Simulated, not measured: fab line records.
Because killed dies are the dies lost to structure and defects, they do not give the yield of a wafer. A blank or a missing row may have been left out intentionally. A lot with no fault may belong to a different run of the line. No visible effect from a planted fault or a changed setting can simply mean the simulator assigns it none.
Matching of chambers    flow n5-finfet    4 sister chambers for N5_BEOL_M0_SAQP_ETCH_101 on rie-diel-05
The step etches SiNx in CH3F/O2, target depth 29.9 nm, time 42.7 s. 20 wafers are shown with their chamber, then 10 later ones without.

## WAFERS, EACH WITH ITS CHAMBER
wafer   chamber  drypump-motor-current-A (A)  throttle-valve-pct (%)  oes-product-au (a.u.)
L076.2  3        6.8                          16.39                   0.78
L076.4  2        6.2                          16.45                   0.72
L076.6  0        4.7                          16.12                   0.91
L078.1  3        6.8                          16.40                   0.78
L078.3  2        6.2                          16.47                   0.72
L078.6  1        6.0                          16.61                   0.68
L080.1  1        6.0                          16.61                   0.68
L080.3  2        6.2                          16.47                   0.72
L080.6  1        6.0                          16.61                   0.68
L081.1  0        4.7                          16.11                   0.88
L081.4  1        6.0                          16.61                   0.67
L081.6  3        6.8                          16.41                   0.77
L082.1  1        6.0                          16.63                   0.68
L082.4  2        6.2                          16.47                   0.72
L082.6  3        6.8                          16.41                   0.78
L086.1  3        6.8                          16.42                   0.77
L086.2  0        4.7                          16.16                   0.88
L086.4  2        6.2                          16.49                   0.71
L089.2  3        6.7                          16.45                   0.77
L089.3  0        4.7                          16.18                   0.86

SIGNATURES, as means of the wafers listed above
reading                  chamber 0  chamber 1  chamber 2  chamber 3  scatter within a chamber
drypump-motor-current-A  4.700      6.000      6.200      6.783      0.0228
throttle-valve-pct       16.1425    16.6140    16.4700    16.4133    0.0202
oes-product-au           0.8825     0.6780     0.7180     0.7750     0.00995
Rule: a wafer's distance from a chamber is the root of the sum, over the readings, of the square of ((its reading less the chamber's mean) divided by the reading's scatter). The wafer belongs to the nearest chamber; if the next one is less than 2 further off, it can't be placed. The scatter is the square root of a quotient: the sum, over the shown wafers, of each reading's squared deviation from its chamber's mean, divided by wafers minus chambers.

## WAFERS MISSING THEIR CHAMBER
wafer   drypump-motor-current-A (A)  throttle-valve-pct (%)  oes-product-au (a.u.)
L089.6  6.7                          16.46                   0.76
L093.1  6.7                          16.45                   0.76
L093.4  6.0                          16.18                   0.95
L093.5  6.8                          16.45                   0.77
L095.1  6.2                          16.57                   0.70
L095.3  6.0                          16.18                   0.93
L095.4  4.7                          16.19                   0.85
L097.1  6.2                          16.54                   0.70
L097.4  6.8                          16.47                   0.76
L097.5  4.7                          16.19                   0.84

## EACH ONE'S CHAMBER
wafer    from the rows above   in truth
L089.6   3                     3
L093.1   3                     3
L093.4   2                     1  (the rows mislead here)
L093.5   3                     3
L095.1   2                     2
L095.3   2                     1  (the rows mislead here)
L095.4   0                     0
L097.1   2                     2
L097.4   3                     3
L097.5   0                     0
Placed correctly: 8 of 10. Not placeable from these rows: 0. Number placed wrongly: 2.
